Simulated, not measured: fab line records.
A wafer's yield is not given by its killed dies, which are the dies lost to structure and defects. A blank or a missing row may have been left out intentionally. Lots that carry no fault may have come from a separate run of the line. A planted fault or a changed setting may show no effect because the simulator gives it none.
Matching of chambers | flow nand harc | pecvd-04 running NHARC_P_M0_DEP_32: 3 sister chambers
The step deposits SiCN, target thk 30 nm. 20 wafers are shown with their chamber, then 10 later ones without.

== WAFERS, EACH WITH ITS CHAMBER ==
wafer  | chamber | heater power w (W)
L076.2 | 2       | 575
L076.4 | 2       | 559
L076.5 | 0       | 680
L079.2 | 2       | 539
L079.4 | 2       | 539
L079.6 | 2       | 533
L082.2 | 2       | 534
L082.3 | 2       | 539
L082.5 | 2       | 531
L083.1 | 1       | 691
L083.2 | 2       | 544
L083.3 | 1       | 695
L084.3 | 2       | 574
L084.4 | 1       | 709
L084.5 | 1       | 726
L087.3 | 1       | 705
L087.5 | 1       | 697
L087.6 | 2       | 555
L090.2 | 2       | 511
L090.3 | 0       | 622

SIGNATURES (averages over the wafers above)
reading        | chamber 0 | chamber 1 | chamber 2 | scatter within a chamber
heater power w | 651.00    | 703.83    | 544.42    | 19.2
Rule: for a wafer and a chamber, the distance is found by dividing, reading by reading, the gap between the wafer's reading and the chamber's mean by the reading's scatter, squaring, summing and taking the root. The wafer belongs to the nearest chamber; if the next one is less than 2 further off, it can't be placed. The scatter: the root of (the sum of the squares of (reading less its chamber's mean) over the shown wafers, divided by (wafers less chambers)).

== WAFERS WITH NO CHAMBER GIVEN ==
wafer  | heater power w (W)
L090.6 | 692
L093.1 | 560
L093.2 | 567
L093.4 | 623
L095.2 | 623
L095.3 | 608
L095.6 | 623
L096.2 | 655
L096.3 | 694
L096.5 | 667

== CHAMBER TAKEN BY EACH ==
wafer  | from the rows above     | in truth
L090.6 | can't be placed: 1 or 0 | 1
L093.1 | 2                       | 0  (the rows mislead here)
L093.2 | 2                       | 2
L093.4 | 0                       | 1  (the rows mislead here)
L095.2 | 0                       | 0
L095.3 | can't be placed: 0 or 2 | 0
L095.6 | 0                       | 0
L096.2 | 0                       | 0
L096.3 | can't be placed: 1 or 0 | 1
L096.5 | can't be placed: 0 or 1 | 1
Correctly placed: 4 of 10. These rows do not allow placing 4 (true chamber among the candidates in 4). Placed wrongly: 2.
